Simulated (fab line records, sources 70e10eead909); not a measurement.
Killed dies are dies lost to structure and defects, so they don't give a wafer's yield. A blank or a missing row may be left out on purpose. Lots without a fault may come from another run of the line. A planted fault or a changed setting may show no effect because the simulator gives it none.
Chamber matching | flow nand_harc | NHARC_A_M0_STRIP_18 on rie_diel-08: 4 sister chambers
The step strips in N2/H2. 8 wafers are shown with their chamber, then 7 later ones without.

WAFERS WITH THEIR CHAMBER
wafer  | chamber | drypump_motor_current_A (A) | oes_product_au (a.u.)
L076.2 | 2       | 6.3                         | 1.002
L076.5 | 3       | 5.2                         | 1.003
L078.3 | 2       | 6.3                         | 1.004
L079.1 | 1       | 5.7                         | 1.001
L079.3 | 0       | 5.6                         | 1.011
L079.5 | 3       | 5.2                         | 1.002
L083.1 | 0       | 5.5                         | 1.012
L083.5 | 1       | 5.7                         | 0.995

WAFERS WITHOUT THEIR CHAMBER
wafer  | drypump_motor_current_A (A) | oes_product_au (a.u.)
L083.6 | 6.3                         | 1.001
L088.1 | 5.7                         | 0.994
L088.2 | 6.3                         | 0.983
L088.3 | 5.2                         | 1.007
L095.2 | 5.6                         | 1.001
L095.3 | 5.2                         | 1.010
L095.6 | 5.6                         | 0.994

WHICH CHAMBER EACH WENT THROUGH
wafer  | from the rows above     | in truth
L083.6 | 2                       | 2
L088.1 | 1                       | 1
L088.2 | 2                       | 2
L088.3 | 3                       | 3
L095.2 | can't be placed: 1 or 0 | 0
L095.3 | 3                       | 3
L095.6 | 1                       | 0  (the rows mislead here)
Placed correctly: 5 of 7. Can't be placed from these rows: 1 (the true chamber is among the candidates in 1). Placed wrongly: 1.
How it was worked out, from the rows above alone: a wafer's distance from a chamber is the root of the sum, over the readings, of the square of ((its reading less the chamber's mean) divided by the reading's scatter). The wafer belongs to the nearest chamber; if the next one is less than 2 further off, it can't be placed. A chamber's mean is the mean of its shown wafers. The scatter: the root of (the sum of the squares of (reading less its chamber's mean) over the shown wafers, divided by (wafers less chambers)).
